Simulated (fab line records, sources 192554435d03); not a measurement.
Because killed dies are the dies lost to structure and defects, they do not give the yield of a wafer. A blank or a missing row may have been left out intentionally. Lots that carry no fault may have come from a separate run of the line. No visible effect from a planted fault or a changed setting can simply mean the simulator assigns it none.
Chamber matching + flow n5_finfet + N5_HKMG_FIN_CMP_23 on cmp-01 has 4 sister chambers
The step polishes, stops on SiNx, t overpolish 10 s, target thk 46.326 nm. 8 wafers are shown with their chamber, then 9 later ones without.

WAFERS PAIRED WITH THEIR CHAMBERS
| wafer  | chamber | time_to_endpoint_s (s) | motor_current_A (A) |
|--------|---------|------------------------|---------------------|
| L079.4 | 1       | 14.2                   | 12.6                |
| L080.1 | 0       | 12.7                   | 11.0                |
| L080.3 | 1       | 13.5                   | 12.9                |
| L083.1 | 0       | 15.7                   | 11.9                |
| L083.4 | 2       | 9.4                    | 12.3                |
| L084.1 | 2       | 7.4                    | 12.4                |
| L084.3 | 3       | 13.7                   | 12.3                |
| L084.6 | 3       | 12.7                   | 12.0                |

WAFERS MISSING THEIR CHAMBER
| wafer  | time_to_endpoint_s (s) | motor_current_A (A) |
|--------|------------------------|---------------------|
| L091.1 | 10.5                   | 11.9                |
| L091.5 | 12.4                   | 11.6                |
| L091.6 | 13.4                   | 13.7                |
| L092.4 | 15.2                   | 13.5                |
| L092.5 | 15.9                   | 11.7                |
| L092.6 | 16.9                   | 13.7                |
| L095.1 | 15.3                   | 12.2                |
| L095.4 | 11.2                   | 13.1                |
| L095.5 | 14.6                   | 12.0                |

THE CHAMBER EACH PASSED THROUGH
| wafer  | from the rows above               | in truth |
|--------|-----------------------------------|----------|
| L091.1 | can't be placed: 2 or 3 or 0 or 1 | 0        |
| L091.5 | can't be placed: 0 or 3           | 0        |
| L091.6 | can't be placed: 1 or 3           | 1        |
| L092.4 | can't be placed: 1 or 3           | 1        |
| L092.5 | can't be placed: 0 or 3 or 1      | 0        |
| L092.6 | can't be placed: 1 or 3           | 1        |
| L095.1 | can't be placed: 3 or 1 or 0      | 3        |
| L095.4 | can't be placed: 1 or 2 or 3      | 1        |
| L095.5 | can't be placed: 3 or 0 or 1      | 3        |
0 of 9 placed correctly. Not placeable from these rows: 9 (in 9, the candidates include the true chamber). Placed wrongly: 0.
How it was worked out, from the rows above alone: a wafer's distance from a chamber is the root of the sum, over the readings, of the square of ((its reading less the chamber's mean) divided by the reading's scatter). If the next closest chamber is less than 2 further off than the closest, the wafer can't be placed; otherwise it belongs to the closest. For every chamber, the mean is computed from those of its wafers that are shown. The scatter: take each reading less its chamber's mean, square it, sum over the shown wafers, divide by the number of wafers less the number of chambers, and take the root.
